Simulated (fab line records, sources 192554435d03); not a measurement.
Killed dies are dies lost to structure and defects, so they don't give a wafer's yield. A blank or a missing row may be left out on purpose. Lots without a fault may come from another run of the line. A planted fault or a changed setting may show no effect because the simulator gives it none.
Chamber matching | flow n5_finfet | N5_BEOL_M3_ETCH_77 on rie_diel-05: 4 sister chambers
The step etches underlayer in N2/H2, target depth 6.5 nm, time 5.2 s. 4 wafers are shown with their chamber, then 12 later ones without.

WAFERS WITH THEIR CHAMBER
wafer  | chamber | drypump_motor_current_A (A)
L086.2 | 0       | 5.6
L086.4 | 1       | 6.5
L086.5 | 2       | 4.8
L086.6 | 3       | 6.1

WAFERS WITHOUT THEIR CHAMBER
wafer  | drypump_motor_current_A (A)
L087.3 | 4.9
L087.5 | 4.8
L087.6 | 6.5
L088.1 | 6.1
L088.2 | 5.6
L088.5 | 5.6
L091.3 | 6.5
L091.5 | 5.6
L091.6 | 6.5
L093.1 | 5.6
L093.4 | 6.1
L093.5 | 4.8

WHICH CHAMBER EACH WENT THROUGH
wafer  | from the rows above | in truth
L087.3 | 2                   | 2
L087.5 | 2                   | 2
L087.6 | 1                   | 1
L088.1 | 3                   | 3
L088.2 | 0                   | 0
L088.5 | 0                   | 0
L091.3 | 1                   | 1
L091.5 | 0                   | 0
L091.6 | 1                   | 1
L093.1 | 0                   | 0
L093.4 | 3                   | 3
L093.5 | 2                   | 2
Placed correctly: 12 of 12. Can't be placed from these rows: 0. Placed wrongly: 0.
How it was worked out, from the rows above alone: a wafer's distance from a chamber is the root of the sum, over the readings, of the square of ((its reading less the chamber's mean) divided by the reading's scatter). The wafer belongs to the nearest chamber; if the next one is less than 2 further off, it can't be placed. A chamber's mean is the mean of its shown wafers. The scatter: with one shown wafer a chamber, the root of the mean of the squares of how far each hidden wafer lies from its nearest shown one.
